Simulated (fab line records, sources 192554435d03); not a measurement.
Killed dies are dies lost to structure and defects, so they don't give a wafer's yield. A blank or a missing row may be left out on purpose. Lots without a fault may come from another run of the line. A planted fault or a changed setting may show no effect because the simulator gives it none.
Which tool did it? | flow n5_finfet | 24 lots, 72 wafers sampled, at 1 step of a route of 1938

WHAT THE GAUGES READ, wafer by wafer
N5_BEOL_M2_CD_MEAS_28: target cd 26.2 nm, target cd y 24.1 nm.
lot  | measured     | on        | cd_nm (nm)
L074 | day 6 16:35  | cd_sem-02 | 26.46 26.60 26.43
L075 | day 6 16:41  | cd_sem-03 | 26.11 26.31 26.31
L076 | day 6 18:31  | cd_sem-02 | 26.35 26.19 26.28
L077 | day 7 04:58  | cd_sem-02 | 25.82 26.10 26.67
L078 | day 7 13:09  | cd_sem-02 | 26.17 26.23 26.28
L079 | day 7 17:10  | cd_sem-03 | 26.32 26.68 26.44
L080 | day 8 07:04  | cd_sem-03 | 26.11 26.05 26.26
L081 | day 8 16:49  | cd_sem-03 | 26.09 26.35 26.10
L082 | day 8 18:05  | cd_sem-01 | 26.20 26.47 26.66
L083 | day 8 18:55  | cd_sem-02 | 25.97 26.26 26.05
L084 | day 9 01:05  | cd_sem-03 | 26.20 26.59 26.67
L085 | day 9 12:39  | cd_sem-02 | 26.01 26.09 26.28
L086 | day 9 15:55  | cd_sem-01 | 26.04 26.10 26.14
L087 | day 9 21:26  | cd_sem-03 | 26.42 26.66 26.23
L088 | day 10 00:40 | cd_sem-03 | 26.30 26.10 25.89
L089 | day 10 06:19 | cd_sem-03 | 26.24 26.46 26.07
L090 | day 10 14:05 | cd_sem-02 | 25.95 26.94 26.36
L091 | day 10 16:02 | cd_sem-03 | 26.17 26.29 26.34
L092 | day 11 01:22 | cd_sem-02 | 25.94 25.87 25.90
L094 | day 11 15:26 | cd_sem-02 | 26.31 26.35 26.46
L093 | day 11 18:19 | cd_sem-02 | 26.01 26.09 26.58
L095 | day 12 02:59 | cd_sem-01 | 26.26 26.10 26.19
L096 | day 12 04:11 | cd_sem-03 | 26.15 26.06 26.21
L097 | day 12 08:47 | cd_sem-01 | 25.74 25.90 26.16

WHICH TOOL RAN EACH LOT (tool, then ch and the chambers of the sampled wafers, then the start)
The record holds no process step before these readings.

WHAT THE TOOLS THEMSELVES READ (means of the sampled wafers that have a number; where no wafer has one, the mark that the record gives instead)
The record holds no such reading with a usual standard deviation.

THE ANSWER, worked out from the rows above alone
Rule: what is usual is taken from the lots themselves. Put in order of their means at a reading, lots are off if they are a third of the lots or fewer, leave a main group of 4 or more, and stand apart from it by a gap of 3 or more times the standard deviation of the main group's means; of several such gaps the widest counts. A main group whose means are all the same, to the digits that the tables above print for the reading, isn't used. A lot without any number at a reading at which 4 lots or more have one is off too. The other lots that the step has rows for count as sound. The gauges are gone through in route order, then the tools' own readings, and for those a lot's mean is taken as printed above. The first step at which some lot is off is used, and at that step the reading that is off furthest; a lot without a number counts as furthest.
No lot is off at any reading shown: from this, nothing can be told.

WHAT THE SIMULATOR HAD PUT IN
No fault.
